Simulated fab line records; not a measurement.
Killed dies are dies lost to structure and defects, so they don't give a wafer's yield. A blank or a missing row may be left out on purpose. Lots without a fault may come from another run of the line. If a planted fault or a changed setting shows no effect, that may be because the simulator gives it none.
Matching of chambers ; flow nandHarc ; NHARC_THIN_TSV_DESCUM_14 on rieDiel-09 has 4 sister chambers
The step chemistry O2, time 3 s. 8 wafers are shown with their chamber, then 7 later ones without.

WAFERS WITH THEIR CHAMBER
wafer;chamber;showerheadPlenumPTorr (Torr);drypumpMotorCurrentA (A)
L971.2;2;2.01;5.9
L971.6;2;2.01;5.9
L973.3;1;1.93;5.7
L973.6;0;1.99;5.7
L983.2;0;1.99;5.8
L983.6;3;1.91;6.2
L989.1;3;1.90;6.2
L989.2;1;1.93;5.7

WAFERS MISSING THEIR CHAMBER
wafer;showerheadPlenumPTorr (Torr);drypumpMotorCurrentA (A)
L989.3;2.01;5.9
L988.1;1.90;6.2
L988.2;1.99;5.7
L988.3;2.01;5.9
L992.1;2.01;5.9
L992.2;1.93;5.7
L992.6;1.90;6.2

EACH ONE'S CHAMBER
wafer;from the rows above;in truth
L989.3;2;2
L988.1;3;3
L988.2;0;0
L988.3;2;2
L992.1;2;2
L992.2;1;1
L992.6;3;3
Correctly placed: 7 of 7. Left unplaced by these rows: 0. Placed wrongly: 0.
How it was worked out, from the rows above alone: a wafer's distance from a chamber is the root of the sum, over the readings, of the square of ((its reading less the chamber's mean) divided by the reading's scatter). The wafer belongs to the nearest chamber; if the next one is less than 2 further off, it can't be placed. The mean given for a chamber averages the wafers shown for that chamber. The scatter is the square root of a quotient: the sum, over the shown wafers, of each reading's squared deviation from its chamber's mean, divided by wafers minus chambers.
